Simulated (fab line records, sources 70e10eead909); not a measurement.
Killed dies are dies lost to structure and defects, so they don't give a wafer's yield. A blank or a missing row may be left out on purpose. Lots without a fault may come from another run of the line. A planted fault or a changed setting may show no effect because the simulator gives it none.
fab line records | flow nand_harc
record lots=6 wafers=18 last_day=24
route steps=1159 shown A_M1@1048 A_BONDPAD@1059 END@1159
lots that met no fault: from a run of the same line without faults
start_h: hours from the record's first day to the start of the lot's first wafer shown | wait_h: hours since the lot's step before | " the same as in the row above | L1.1+2: a row that stands for several wafers | - no value, or no start given | * or withheld: withheld | < > ~ a bound
route shown NAME@n: a module of which the file shows steps, and the number in the route of the first | usual: mean/standard deviation of fault-free wafers | same: alike in all rows | chamber/n: place in a boat | sites: the reading at each site | _std_site: their standard deviation | _edge_site: outer sites' mean less inner sites' | radius_mm: how far each site lies from the wafer's centre | mask NAME#n: copy n | behind: the tool/chamber that last shaped the wafer | hold: why the lot was held/for how many hours/how that ended | device: the transistor (n, p or np) that didn't switch | end of line: the same wafers' tests at the end of the route | a step without rows: its recipe alone | killed: dies lost to structure and defects at the first sort, not the wafer's yield | map: a wafer's dies, x killed, . not, _ none there
set.NAME: the setting as run; set.NAME@STEP: as run at that earlier step | model.NAME: the simulator's own value behind a step, which no gauge read
lots at some steps of the route; a table a step, a row a wafer
services: from which hour (start_h, from the record's first day; less than 0 if before it) a tool's chamber was out of use, for how many hours, and why
## steps
# step NHARC_A_M1_PVD_20
# recipe target_thk_a=50 bias_v=168.6 power_w=15000 chamber_pressure_pa=0.12 time_s=8.06 substrate_temp_c=50 material=TaN
# step NHARC_A_M1_PVD_21
# recipe target_thk_a=300 chamber_pressure_pa=5 power_w=5000 substrate_temp_c=30 time_s=20.49 material=Cu
# step NHARC_A_M1_ECD_22
# recipe target_thk_a=4000 bath_temp_c=25 material=Cu
# step NHARC_A_M1_ANNEAL_31
# recipe temp_c=225 time_s=90
# step NHARC_A_M1_CMP_23
# recipe t_overpolish_s=20 target_thk_nm=154.34
# step NHARC_A_M1_THK_MEAS_24
# recipe thk_meas_gauge=xrf
# usual thk_nm=154.8/1.5
# columns lot.wafer tool chamber start_h wait_h thk_nm
L611.1 film_metro-01 - 411.16 - 155.1
L611.2 " - " " 155.3
L611.5 " - " " 154.5
L607.2 film_metro-01 - 412.07 - 155.7
L607.5 " - " " 155.4
L607.6 " - " " 157.4
L619.2 film_metro-01 - 494.28 - 153.1
L619.5 " - " " 154.9
L619.6 " - " " 156.4
L624.2 film_metro-01 - 495.56 - 157.5
L624.4 " - " " 156.5
L624.5 " - " " 155.8
L621.4 film_metro-02 - 502.74 - 154.3
L621.5 " - " " 152.1
L621.6 " - " " 153.8
L630.1 film_metro-02 - 541.50 - 155.9
L630.4 " - " " 154.7
L630.5 " - " " 156.3
# step NHARC_A_M1_SRD_25
# step NHARC_A_M1_INSPECT_27
# usual raw_defect_count=456/130
# columns lot.wafer tool chamber start_h wait_h raw_defect_count
L611.1 defect_inspect-01 - 411.31 0.0 620
L611.2 " - " " 344
L611.5 " - " " 364
L607.2 defect_inspect-02 - 412.23 0.0 379
L607.5 " - " " 489
L607.6 " - " " 552
L619.2 defect_inspect-01 - 494.43 0.0 661
L619.5 " - " " 737
L619.6 " - " " 480
L624.2 defect_inspect-01 - 495.72 0.0 402
L624.4 " - " " 518
L624.5 " - " " 386
L621.4 defect_inspect-02 - 502.90 0.0 323
L621.5 " - " " 476
L621.6 " - " " 281
L630.1 defect_inspect-02 - 541.66 0.0 366
L630.4 " - " " 384
L630.5 " - " " 288
# step NHARC_A_M1_PRE_CLEAN_32
# recipe time_s=12 temp_c=370 rf_power_w=300 gas=NH3
# usual heater_power_w=634/92
# same time_s=12
# columns lot.wafer tool chamber start_h wait_h heater_power_w
L611.1 pecvd-02 1 411.38 0.1 607
L611.2 " 0 " " 778
L611.5 " 1 " " 603
L607.2 pecvd-02 1 412.29 0.1 545
L607.5 " 1 " " 555
L607.6 " 0 " " 654
L619.2 pecvd-02 0 494.74 0.3 773
L619.5 " 0 " " 775
L619.6 " 2 " " 529
L624.2 pecvd-02 1 495.83 0.1 508
L624.5 " 2 " " 632
L624.4 " 0 " " 774
L621.5 pecvd-01 2 503.12 0.2 466
L621.4 " 0 " " 758
L621.6 " 1 " " 601
L630.1 pecvd-02 1 541.72 0.1 570
L630.5 " 2 " " 635
L630.4 " 0 " " 759
# step NHARC_A_M1_DEP_33
# recipe target_thk_a=300 temp_c=370 target_thk_nm=30 pressure_torr=3 flow_sccm=200 rf_w=450 material=SiCN
# usual heater_power_w=577/90
# columns lot.wafer tool chamber start_h wait_h heater_power_w
L611.1 pecvd-02 1 411.46 0.1 505
L611.2 " 0 " " 616
L611.5 " 1 " " 507
L607.2 pecvd-02 1 412.37 0.1 571
L607.5 " 1 " " 567
L607.6 " 0 " " 713
L619.2 pecvd-02 0 494.82 0.1 720
L619.5 " 0 " " 725
L619.6 " 2 " " 494
L624.2 pecvd-02 1 495.97 0.1 549
L624.5 " 2 " " 506
L624.4 " 0 " " 649
L621.5 pecvd-01 2 503.29 0.2 404
L621.4 " 0 " " 700
L621.6 " 1 " " 546
L630.1 pecvd-02 1 541.80 0.1 463
L630.5 " 2 " " 525
L630.4 " 0 " " 730
# step NHARC_A_BONDPAD_DEP_00
# recipe target_thk_a=2500 temp_c=370 target_thk_nm=250 pressure_torr=3 flow_sccm=200 rf_w=450 material=SiCN
# step NHARC_A_BONDPAD_CMP_29
# recipe target_thk_nm=200 material=SiCN
# usual motor_current_A=12.0/0.85
# columns lot.wafer tool chamber start_h wait_h motor_current_A
L611.1 cmp-01 2 412.42 - 12.2
L611.2 " 1 " " 11.2
L611.5 " 3 " " 12.6
L607.2 cmp-02 1 413.44 - 13.5
L607.6 " 3 " " 11.1
L607.5 " 0 " " 11.8
L619.2 cmp-01 3 495.90 - 13.9
L619.6 " 3 " " 12.7
L619.5 " 0 " " 11.3
L624.2 cmp-01 2 496.85 - 12.1
L624.4 " 1 " " 10.8
L624.5 " 2 " " 12.5
L621.4 cmp-02 3 504.15 - 11.1
L621.6 " 2 " " 10.8
L621.5 " 3 " " 11.1
L630.4 cmp-02 1 542.79 - 13.0
L630.1 " 3 " " 11.6
L630.5 " 1 " " 13.0
# step NHARC_A_BONDPAD_THK_MEAS_30
# recipe thk_meas_gauge=ellipsometry
# usual thk_nm=199.9/1.5
# columns lot.wafer tool chamber start_h wait_h thk_nm
L611.1 film_metro-01 - 412.67 0.2 200.1
L611.2 " - " " 202.3
L611.5 " - " " 202.0
L607.2 film_metro-01 - 413.65 0.2 199.5
L607.5 " - " " 199.1
L607.6 " - " " 202.5
L619.2 film_metro-01 - 496.15 0.2 199.8
L619.5 " - " " 200.3
L619.6 " - " " 198.7
L624.2 film_metro-01 - 497.10 0.2 197.4
L624.4 " - " " 199.7
L624.5 " - " " 197.4
L621.4 film_metro-01 - 504.38 0.2 200.4
L621.5 " - " " 199.9
L621.6 " - " " 199.1
L630.1 film_metro-02 - 543.01 0.1 201.1
L630.4 " - " " 201.0
L630.5 " - " " 199.6
# step NHARC_A_BONDPAD_SRD_31
# step NHARC_A_BONDPAD_DEHYDRATE_01
# recipe temp_c=150 time_s=120
# step NHARC_A_BONDPAD_HMDS_02
# recipe time_s=30
# step NHARC_A_BONDPAD_COAT_33
# recipe temp_c=200 time_s=65
# step NHARC_A_BONDPAD_COAT_03
# recipe spin_rpm=2000 resist_thk_nm=600
# step NHARC_A_BONDPAD_SOFTBAKE_04
# recipe temp_c=125 time_s=70
# step NHARC_A_BONDPAD_EBR_05
# step NHARC_A_BONDPAD_EXPOSE_06
# recipe na=0.55 dose_mj=36.99 mask_id=A_BPAD
# step NHARC_A_BONDPAD_PEB_07
# recipe peb_temp_c=128 peb_time_s=80
# step NHARC_A_BONDPAD_DEVELOP_08
# recipe time_s=50 dev_temp_c=22
# step NHARC_A_BONDPAD_CD_MEAS_09
# recipe target_cd_nm=500 landing_energy_ev=500
# usual cd_nm=498.3/2.8
# columns lot.wafer tool chamber start_h wait_h cd_nm
L611.1 cd_sem-02 0 413.24 - 497.4
L611.2 " 0 " " 497.9
L611.5 " 0 " " 499.5
L607.2 cd_sem-03 0 414.12 - 495.1
L607.5 " 0 " " 499.9
L607.6 " 0 " " 502.3
L619.2 cd_sem-01 0 496.72 - 497.9
L619.5 " 0 " " 495.6
L619.6 " 0 " " 497.8
L624.2 cd_sem-02 0 497.67 - 501.3
L624.4 " 0 " " 504.8
L624.5 " 0 " " 501.9
L621.4 cd_sem-03 0 504.83 - 498.2
L621.5 " 0 " " 504.0
L621.6 " 0 " " 497.6
L630.1 cd_sem-02 0 543.58 - 494.5
L630.4 " 0 " " 496.3
L630.5 " 0 " " 495.9
# step NHARC_A_BONDPAD_OVL_MEAS_35
# usual overlay_x_nm=1/5.3 overlay_y_nm=-2/6.2
# columns lot.wafer tool chamber start_h wait_h overlay_x_nm overlay_y_nm
L611.1 overlay-02 - 413.33 - -1 -3
L611.2 " - " " -1 -3
L611.5 " - " " -1 -3
L607.2 overlay-01 - 414.21 - -2 -13
L607.5 " - " " -1 -13
L607.6 " - " " -2 -13
L619.2 overlay-02 - 496.80 - 8 -5
L619.5 " - " " 8 -5
L619.6 " - " " 7 -5
L624.2 overlay-02 - 497.76 - 3 -8
L624.4 " - " " 3 -8
L624.5 " - " " 4 -7
L621.4 overlay-01 - 504.91 - -5 -8
L621.5 " - " " -4 -8
L621.6 " - " " -4 -8
L630.1 overlay-02 - 543.67 - -1 10
L630.4 " - " " -1 10
L630.5 " - " " 0 10
# step NHARC_A_BONDPAD_HARDBAKE_10
# recipe temp_c=118 time_s=65
# step NHARC_A_BONDPAD_DESCUM_11
# recipe time_s=3 o2_flow_sccm=200 ar_flow_sccm=0 bias_power_w=0 chemistry=O2
# step NHARC_A_BONDPAD_ETCH_34
# recipe target_depth_a=600 overetch_a=180 time_s=65.91 ion_energy_ev=200 n2_flow_sccm=150 h2_flow_sccm=150 ar_flow_sccm=0 rf_w=400 bias_w=150 chemistry=N2/H2
# step NHARC_A_BONDPAD_ETCH_12
# recipe target_depth_a=2200 time_s=110 chf3_flow_sccm=50 o2_flow_sccm=10 ar_flow_sccm=200 rf_w=500 bias_w=200 chemistry=CHF3/O2
# usual drypump_motor_current_A=5.56/0.21 oes_product_au=0.947/0.024 rf_vpp_V=369.3/2.2 showerhead_plenum_p_Torr=2.34/0.087 throttle_valve_pct=20.573/0.009
# same time_s=110
# columns lot.wafer tool chamber start_h wait_h drypump_motor_current_A oes_product_au rf_hours_counter_h rf_vpp_V showerhead_plenum_p_Torr throttle_valve_pct
L611.2 rie_diel-05 0 - - 5.73 0.910 3 374.1 2.44 20.562
L611.1 " 1 " " 5.40 0.923 2 366.9 2.25 20.590
L611.5 " 1 " " 5.41 0.926 - 366.3 2.25 20.575
L607.2 rie_diel-12 3 - - 5.95 0.927 5 370.6 2.48 20.579
L607.6 " 1 " " 5.39 0.914 - 369.1 2.30 20.564
L607.5 " 2 " " 5.96 0.944 - 374.8 2.55 20.593
L619.2 rie_diel-05 1 - - 5.39 0.935 5 366.8 2.25 20.590
L619.6 " 3 " " 5.38 0.924 - 370.3 2.39 20.583
L619.5 " 0 " " 5.69 0.897 - 371.3 2.44 20.575
L624.4 rie_diel-05 2 - - 5.76 0.951 6 368.1 2.25 20.572
L624.2 " 0 " " 5.70 0.926 6 371.3 2.44 20.566
L624.5 " 2 " " 5.75 0.940 - 366.0 2.25 20.576
L621.4 rie_diel-05 1 - - 5.39 0.975 6 367.7 2.25 20.563
L621.5 " 0 " " 5.68 0.934 - 372.0 2.44 20.574
L621.6 " 1 " " 5.42 0.979 - 366.4 2.25 20.579
L630.4 rie_diel-05 0 - - 5.71 0.947 0 371.0 2.44 20.570
L630.1 " 1 " " 5.40 1.008 0 368.3 2.25 20.565
L630.5 " 0 " " 5.75 0.948 - 370.9 2.44 20.580
# step NHARC_A_BONDPAD_CD_MEAS_13
# usual cd_nm=498.0/2.9
# columns lot.wafer tool chamber start_h wait_h cd_nm
L611.1 cd_sem-01 - 413.77 - 496.8
L611.2 " - " " 497.5
L611.5 " - " " 500.5
L607.2 cd_sem-03 - 414.66 - 494.4
L607.5 " - " " 499.2
L607.6 " - " " 502.3
L619.2 cd_sem-03 - 497.25 - 497.7
L619.5 " - " " 495.9
L619.6 " - " " 497.1
L624.2 cd_sem-02 - 498.21 - 501.6
L624.4 " - " " 504.7
L624.5 " - " " 503.1
L621.4 cd_sem-02 - 505.36 - 497.8
L621.5 " - " " 504.4
L621.6 " - " " 497.2
L630.1 cd_sem-02 - 544.11 - 495.3
L630.4 " - " " 496.5
L630.5 " - " " 496.1
# step NHARC_A_BONDPAD_STRIP_15
# recipe o2_flow_sccm=500 ar_flow_sccm=0 bias_w=0 chemistry=O2
# step NHARC_A_BONDPAD_ETCH_24
# recipe target_depth_a=300 over_etch_frac=0.3 time_s=72.99 ion_energy_ev=150 cf4_flow_sccm=50 n2_flow_sccm=100 ar_flow_sccm=150 rf_w=300 bias_w=100 chemistry=CF4/N2
# step NHARC_A_BONDPAD_STRIP_16
# recipe time_s=600 temp_c=30 chemistry=post_etch_residue_remover
# step NHARC_A_BONDPAD_DEGAS_25
# recipe temp_c=300 time_s=60
# step NHARC_A_BONDPAD_PRE_CLEAN_26
# recipe time_s=30 temp_c=280 gas=H2/He
# step NHARC_A_BONDPAD_PVD_17
# recipe target_thk_a=50 bias_v=168.6 power_w=15000 chamber_pressure_pa=0.12 time_s=8.06 substrate_temp_c=50 material=TaN
# step NHARC_A_BONDPAD_PVD_27
# recipe target_thk_a=300 chamber_pressure_pa=5 power_w=5000 substrate_temp_c=30 time_s=20.49 material=Cu
# usual throttle_valve_pct=30.2/0.9
# same time_s=20.49
# columns lot.wafer tool chamber start_h wait_h throttle_valve_pct
L611.1 pvd_sputter-01 - - - 30.4
L611.2 " - " " 31.4
L611.5 " - " " 30.0
L607.2 pvd_sputter-02 - - - 30.0
L607.6 " - " " 29.9
L607.5 " - " " 31.1
L619.2 pvd_sputter-02 - - - 30.0
L619.6 " - " " 30.9
L619.5 " - " " 30.1
L624.4 pvd_sputter-03 - - - 28.3
L624.2 " - " " 29.5
L624.5 " - " " 28.7
L621.4 pvd_sputter-02 - - - 30.2
L621.6 " - " " 31.0
L621.5 " - " " 29.9
L630.4 pvd_sputter-03 - - - 30.6
L630.1 " - " " 29.8
L630.5 " - " " 30.8
# step NHARC_A_BONDPAD_ECD_18
# recipe target_thk_a=4000 bath_temp_c=25 material=Cu
# step NHARC_A_BONDPAD_ANNEAL_28
# recipe temp_c=225 time_s=90
# usual wafer_temp_C_max=225.99/0.26
# same time_s=90
# columns lot.wafer tool chamber start_h wait_h wafer_temp_C_max
L611.1 rtp_anneal-01 0 415.18 - 226.11
L611.2 " 0 " " 226.00
L611.5 " 0 " " 226.45
L607.2 rtp_anneal-02 0 416.12 0.4 226.21
L607.5 " 0 " " 225.74
L607.6 " 0 " " 225.57
L619.2 rtp_anneal-01 0 498.67 0.3 225.84
L619.5 " 0 " " 226.01
L619.6 " 0 " " 226.47
L624.2 rtp_anneal-01 0 499.62 - 226.10
L624.4 " 0 " " 226.17
L624.5 " 0 " " 225.92
L621.4 rtp_anneal-02 0 507.31 - 225.71
L621.5 " 0 " " 225.76
L621.6 " 0 " " 225.68
L630.1 rtp_anneal-02 0 545.59 0.4 225.50
L630.4 " 0 " " 225.99
L630.5 " 0 " " 225.96
# step NHARC_A_BONDPAD_CMP_19
# recipe t_overpolish_s=30 cu_recess_touch_s=16 target_thk_nm=169.8
# step NHARC_A_BONDPAD_THK_MEAS_20
# recipe thk_meas_gauge=xrf
# usual thk_nm=170.0/1.5
# columns lot.wafer tool chamber start_h wait_h thk_nm
L611.1 film_metro-01 - 415.88 - 171.5
L611.2 " - " " 169.2
L611.5 " - " " 172.1
L607.2 film_metro-02 - 416.74 - 168.1
L607.5 " - " " 171.5
L607.6 " - " " 169.6
L619.2 film_metro-02 - 499.30 - 169.6
L619.5 " - " " 168.6
L619.6 " - " " 171.7
L624.2 film_metro-01 - 500.24 - 170.7
L624.4 " - " " 169.5
L624.5 " - " " 169.4
L621.4 film_metro-02 - 507.84 - 169.3
L621.5 " - " " 169.3
L621.6 " - " " 168.7
L630.1 film_metro-02 - 546.26 - 167.8
L630.4 " - " " 167.5
L630.5 " - " " 167.1
# step NHARC_END_SORT_01
# recipe temp_c=25
# usual defect_limited_yield=95.1/1.6 killed_at_array=29/11 killed_at_other=0.6/1 killed_at_periphery=3.1/2.1 killed_dies=33/11 killed_open=3.1/1.9 killed_short=1.9/1.5 sort_bin_2_pct=1.5/0.66 sort_bin_3_pct=0.29/0.23 sort_bin_4_pct=3.1/0.98 sort_n_pass=644/11 sort_rim_yield_pct=96.9/2.3 sort_yield_pct=95.1/1.6
# same gross_dies=677 sort_bin_5_pct[%]=0 sort_bin_6_pct[%]=0 sort_bin_7_pct[%]=0 sort_bin_8_pct[%]=0 sort_rim_n_gross=106.00
# columns lot.wafer tool chamber start_h wait_h defect_limited_yield[%] killed_at_array killed_at_other killed_at_periphery killed_dies killed_open killed_short sort_bin_2_pct[%] sort_bin_3_pct[%] sort_bin_4_pct[%] sort_n_pass sort_rim_yield_pct[%] sort_yield_pct[%]
L611.1 prober-02 0 449.60 2.5 92.5 49 1 1 51 6 4 3.8 0.44 3.2 626 89.6 92.5
L611.2 prober-02 0 450.40 2.8 95.6 27 1 2 30 3 2 1.3 0 3.1 647 98.1 95.6
L611.5 prober-02 0 452.81 3.7 95.6 28 2 0 30 2 1 1.6 0.15 2.7 647 99.1 95.6
L607.2 prober-02 0 458.25 2.8 94.2 39 0 0 39 6 3 2.4 0.30 3.1 638 97.2 94.2
L607.5 prober-02 0 460.70 3.8 95.4 27 1 3 31 4 5 2.1 0.30 2.2 646 98.1 95.4
L607.6 prober-02 0 461.51 4.1 95.4 27 0 4 31 4 0 1.3 0.30 3.0 646 96.2 95.4
L619.2 prober-01 0 531.48 2.8 29.5 477 0 0 477 2 2 25.4 6.20 38.8 200 24.5 29.5
L619.5 prober-01 0 533.85 3.7 29.5 474 1 2 477 2 1 28.1 5.61 36.8 200 30.2 29.5
L619.6 prober-01 0 534.64 4.0 31.3 464 0 1 465 1 1 23.5 7.39 37.8 212 25.5 31.3
L624.2 prober-02 0 532.16 2.8 36.3 425 2 4 431 2 0 25.6 5.76 32.3 246 34.0 36.3
L624.4 prober-02 0 533.76 3.4 31.3 462 0 3 465 2 0 24.7 4.58 39.4 212 31.1 31.3
L624.5 prober-02 0 534.56 3.7 34.0 445 1 1 447 3 0 25.0 5.47 35.6 230 38.7 34.0
L621.4 prober-01 0 540.80 3.4 94.1 37 0 3 40 2 0 2.1 0.59 3.2 637 100.0 94.1
L621.5 prober-01 0 541.60 3.7 92.2 52 0 1 53 0 2 2.8 0.89 4.1 624 96.2 92.2
L621.6 prober-01 0 542.39 4.0 91.9 53 0 2 55 3 2 3.1 0.44 4.6 622 97.2 91.9
L630.1 prober-01 0 580.79 2.5 96.0 17 2 8 27 2 2 0.4 0.15 3.4 650 98.1 96.0
L630.4 prober-01 0 583.18 3.4 96.0 22 0 5 27 3 0 1.0 0.15 2.8 650 99.1 96.0
L630.5 prober-01 0 583.97 3.7 96.3 19 0 6 25 2 2 0.4 0.30 3.0 652 98.1 96.3
# killed by level:class
L611.1 A_CHANNEL_HOLE_D1:chamber_film_flake=19 A_CONTACT:chamber_film_flake=8 A_CHANNEL_FILL_D1:chamber_film_flake=5 A_CONTACT:geometric_particle:open=3 A_SGD_CUT:chamber_film_flake=3 A_CHANNEL_FILL_D1:geometric_particle:open=2 A_WL_FILL:geometric_particle:short=2 A_SLIT:chamber_film_flake=2
L611.2 A_CHANNEL_HOLE_D1:chamber_film_flake=11 A_CONTACT:chamber_film_flake=5 A_SGD_CUT:chamber_film_flake=4 A_CHANNEL_FILL_D1:chamber_film_flake=3 P_M0:geometric_particle:open=1 P_M0:geometric_particle:short=1 A_CHANNEL_FILL_D1:geometric_particle:open=1 A_CHANNEL_FILL_D1:geometric_particle:short=1
L611.5 A_CHANNEL_HOLE_D1:chamber_film_flake=14 A_CONTACT:chamber_film_flake=4 A_SGD_CUT:chamber_film_flake=3 A_CHANNEL_FILL_D1:chamber_film_flake=3 A_CHANNEL_FILL_D1:geometric_particle:open=1 A_BLC:geometric_particle:open=1 STARTING-WAFER:geometric_particle:short=1 A_SLIT:chamber_film_flake=1
L607.2 A_CHANNEL_HOLE_D1:chamber_film_flake=14 A_SLIT:chamber_film_flake=8 A_STAIRCASE:chamber_film_flake=3 A_ONON_D1:geometric_particle:open=2 A_M0:geometric_particle:open=2 A_CHANNEL_FILL_D1:chamber_film_flake=2 A_CONTACT:chamber_film_flake=2 A_CHANNEL_FILL_D1:geometric_particle:short=1
L607.5 A_CHANNEL_HOLE_D1:chamber_film_flake=10 A_SLIT:chamber_film_flake=5 A_CONTACT:chamber_film_flake=4 A_WL_FILL:chamber_film_flake=2 P_M0:geometric_particle:open=1 P_M1:geometric_particle:short=1 A_SOURCE_PLATE:geometric_particle:short=1 A_ONON_D1:geometric_particle:short=1
L607.6 A_CHANNEL_HOLE_D1:chamber_film_flake=10 A_SLIT:chamber_film_flake=9 A_CONTACT:chamber_film_flake=3 A_WL_FILL:chamber_film_flake=2 P_CONTACT:geometric_particle:open=1 P_M0:geometric_particle:open=1 A_ONON_D1:geometric_particle:open=1 A_M0:geometric_particle:open=1
L619.2 A_BONDPAD:unspecified=458 A_CHANNEL_HOLE_D1:chamber_film_flake=9 A_STAIRCASE:chamber_film_flake=6 A_CHANNEL_FILL_D1:geometric_particle:open=1 A_WL_FILL:geometric_particle:short=1 A_CONTACT:geometric_particle:open=1 A_CONTACT:geometric_particle:short=1
L624.2 A_BONDPAD:unspecified=415 A_STAIRCASE:chamber_film_flake=5 A_CHANNEL_HOLE_D1:chamber_film_flake=4 P_STI:chamber_film_flake=2 P_M1:geometric_particle:open=1 P_GATE:chamber_film_flake=1 STARTING-WAFER:geometric_particle:open=1 A_WL_FILL:chamber_film_flake=1
L624.4 A_BONDPAD:unspecified=446 A_STAIRCASE:chamber_film_flake=5 A_CHANNEL_HOLE_D1:chamber_film_flake=4 A_WL_FILL:chamber_film_flake=3 P_STI:chamber_film_flake=2 A_CONTACT:chamber_film_flake=2 A_SGD_CUT:geometric_particle:open=1 A_WL_FILL:geometric_particle:open=1
L619.5 A_BONDPAD:unspecified=450 A_CHANNEL_HOLE_D1:chamber_film_flake=14 A_STAIRCASE:chamber_film_flake=4 A_CONTACT:chamber_film_flake=4 P_BONDPAD:geometric_particle:open=1 A_CONTACT:geometric_particle:open=1 P_ZERO_WELL:chamber_film_flake=1 STARTING-WAFER:geometric_particle:short=1
L624.5 A_BONDPAD:unspecified=431 A_CHANNEL_HOLE_D1:chamber_film_flake=4 A_STAIRCASE:chamber_film_flake=4 A_WL_FILL:geometric_particle:open=2 A_CHANNEL_FILL_D1:geometric_particle:open=1 P_ZERO_WELL:chamber_film_flake=1 A_WL_FILL:chamber_film_flake=1 A_CONTACT:chamber_film_flake=1
L619.6 A_BONDPAD:unspecified=442 A_CHANNEL_HOLE_D1:chamber_film_flake=18 A_CONTACT:chamber_film_flake=2 A_SOURCE_PLATE:geometric_particle:short=1 A_CONTACT:geometric_particle:open=1 P_STI:chamber_film_flake=1
L621.4 A_CHANNEL_HOLE_D1:chamber_film_flake=21 A_SLIT:chamber_film_flake=9 A_STAIRCASE:chamber_film_flake=3 P_CONTACT:geometric_particle:open=2 A_CONTACT:chamber_film_flake=2 A_BLC:chamber_film_flake=2 P_GATE:chamber_film_flake=1
L621.5 A_CHANNEL_HOLE_D1:chamber_film_flake=25 A_SLIT:chamber_film_flake=18 A_CONTACT:chamber_film_flake=5 A_BLC:chamber_film_flake=2 A_ONON_D1:geometric_particle:short=1 A_BLC:geometric_particle:short=1 P_GATE:chamber_film_flake=1
L621.6 A_CHANNEL_HOLE_D1:chamber_film_flake=28 A_SLIT:chamber_film_flake=14 A_CONTACT:chamber_film_flake=7 P_GATE:geometric_particle:open=1 A_CHANNEL_HOLE_D1:geometric_particle:short=1 A_CHANNEL_FILL_D1:geometric_particle:short=1 A_WL_FILL:geometric_particle:open=1 A_CONTACT:geometric_particle:open=1
L630.1 A_CONTACT:chamber_film_flake=8 P_STI:chamber_film_flake=5 A_CHANNEL_HOLE_D1:chamber_film_flake=3 A_STAIRCASE:chamber_film_flake=3 THIN_TSV:chamber_film_flake=2 P_M0:geometric_particle:open=1 P_M0:geometric_particle:short=1 A_SOURCE_PLATE:geometric_particle:short=1
L630.4 A_CHANNEL_HOLE_D1:chamber_film_flake=9 A_CONTACT:chamber_film_flake=5 A_STAIRCASE:chamber_film_flake=4 P_ZERO_WELL:chamber_film_flake=2 P_GATE:geometric_particle:open=1 A_WL_FILL:geometric_particle:open=1 A_BLC:geometric_particle:open=1 P_STI:chamber_film_flake=1
L630.5 A_CHANNEL_HOLE_D1:chamber_film_flake=6 A_STAIRCASE:chamber_film_flake=5 A_CONTACT:chamber_film_flake=5 P_ZERO_WELL:chamber_film_flake=4 P_GATE:geometric_particle:open=1 A_CHANNEL_FILL_D1:geometric_particle:short=1 A_CONTACT:geometric_particle:open=1 A_M1:geometric_particle:short=1
# map L619.2 (x killed, . not)
____________.____________
_________xx.xxx._________
_______.xxx...x.xx_______
______xxxxx.xxxxxxx______
_____xxxxx.xx...x.x._____
____xxxxxxx.xx.xx.xxx____
____.xxxxx.x...xx.xx.____
___xxxxxxxxx.xxx.x.x.x___
___xxxxxxxxxxx..x...xx___
__xxx..xxxx...x.x.xxxxx__
__..xxxxxxxx.xxxxxx..x.__
_x...xxxx.xx.xx....xxxxx_
_x.x.xxxx.xxxxxxx.xxxx.._
_......xxx..xxxxx..xxxxx_
_xxxx.x..xxx.xxxx.xxxxxx_
_x.x..xxxx..xxx.x.xxxxxx_
xxx.xx..xxx.xxx.x.xxxxxxx
xxxx.x.x.xxxx.xx..xx..xxx
xx.x.xxx.xxxx.x.xxxxx..xx
x.xx...xxx.xxxxxxxxxxxx.x
x.x....x.xx.x.xxxx.xxxx.x
_.xxx...x..xxx..xx.xxx.._
_x.x.x.xxx.xxxxxx.xxx.x._
_xxxxx.xxxxxxx..xxxxxx.x_
_xx..xxxxxx.xxx..xx.xx.x_
_.xxx.x.xx.xxxxx.x....x._
__x..x..xx.x..xxxx.xxxx__
__xxxxxxxxxxxxxxxxxxx..__
___xx.x..xxx.xx.xxxxxx___
___x..x.x.xxxx.xx.x...___
____xxxxxxxxx.xxxx..x____
____xxxx.xx.xx.xxxx..____
_____xxxxxxxxxxx..xx_____
______xxxx.xx.xxxxx______
_______xx.xxxxxxxx_______
_________x.x.xx._________
____________x____________
# map L624.4 (x killed, . not)
____________x____________
_________x.xxxxx_________
_______.xxx.xxxxxx_______
______.xx..x.x.xxxx______
_____.xxx.xx..x.xxx._____
____xx..xx...xxx...xx____
____xxx.xxxxxx.xx...x____
___xx..x.xxx.xx.x.x..x___
___x.x.xx.x..xxx.xxx..___
__.xxx.xx..xx.xx.xxxxxx__
__xxxxxxx.xxx.xxxxxx.x.__
_.xx.xxx.xx..xxxx.x.x.xx_
_.xxxxx.xx...xxxxxxxx..x_
_x.x.xxxxx.x..xxx.x.xxxx_
_x.x...x.x......xx.xx.xx_
_xxxx.xxxxxxx.x...xx.xx._
xx..xx..xxxx.xx.x.xxxxxxx
.xxxxxxxxx.x.x..xxx.xxx.x
xxx..xxxxx..x.xxxxxx.xxxx
xxx.x..xxx.xxxxx.x..xxxxx
.xx.xxx.xx.x.x.xx.xxxxx.x
_xxxxxxxxxx.xxx.xxxxx..x_
_.x..x.x.x.xxx....xxxxxx_
_xxxx.xxxx.xxxxx.x.xx.xx_
_..x.xx.xxx.xxx.xxxxxx.x_
_..x.xxxxxxxxxxxxxxxx.x._
__..xx.xxxxxxx.xx.....x__
__x.xxx..xxx.x.xxxxxxxx__
___x..xxxxxx.xx.xxx..x___
___..x...xxxxx..x.xxx.___
____xxxxx...x.xxxxxxx____
____.xxxxxx.xxxx.x...____
_____x.xxxxxxxxxxx.x_____
______xx.xxxxx.xxx.______
_______x..xxx.xx.._______
_________xxxxxx._________
____________.____________
## services
# columns tool chamber start_h hours kind
pvd_sputter-02 - 392.00 10.0 pm
pecvd-01 - 418.44 13.0 pm
cmp-02 - 422.72 4.0 pm
pvd_sputter-02 - 440.98 3.9 repair
pvd_sputter-02 - 455.16 38.8 repair
pvd_sputter-03 - 458.00 10.0 pm
pecvd-01 2 466.49 4.1 repair
rie_diel-12 0 468.07 3.5 repair
pecvd-01 - 470.73 0.7 repair
cmp-01 - 474.33 4.0 pm
cmp-02 - 475.37 0.5 repair
cmp-02 - 496.43 1.2 repair
pvd_sputter-01 - 497.49 2.8 repair
pvd_sputter-03 - 513.65 0.6 repair
pvd_sputter-01 - 514.00 10.0 pm
pecvd-02 - 515.09 13.0 pm
pecvd-02 0 515.09 13.0 vent_cycle
pecvd-02 1 515.09 13.0 vent_cycle
pecvd-02 2 515.09 13.0 vent_cycle
cmp-01 - 515.74 8.3 repair
rie_diel-05 - 517.60 9.0 pm
cmp-02 - 520.72 4.0 pm
cmp-01 - 541.99 1.9 repair
cmp-02 - 544.12 0.5 repair
## key
first_sign step=NHARC_END_SORT_01 reading=killed_at_array direction=up sigmas=40 usual=29 struck=458
effect step=NHARC_END_SORT_01 reading=killed_dies direction=up sigmas=40 usual=33 struck=460
more_kills_born_at NHARC_A_BONDPAD_CMP_29@cmp-01=2642
met_at NHARC_A_BONDPAD_CMP_29
struck_wafers L619.2,L619.5,L619.6,L624.2,L624.4,L624.5
onset_between 412.42 495.90
also_fits NHARC_A_BONDPAD_ANNEAL_28:rtp_anneal-01
fault kind=chamber_particle_source tool=cmp-01 chamber=- onset_h=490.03 steps=NHARC_A_BONDPAD_CMP_29 rate_per_visit_cm2=1.1821 end_h=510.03
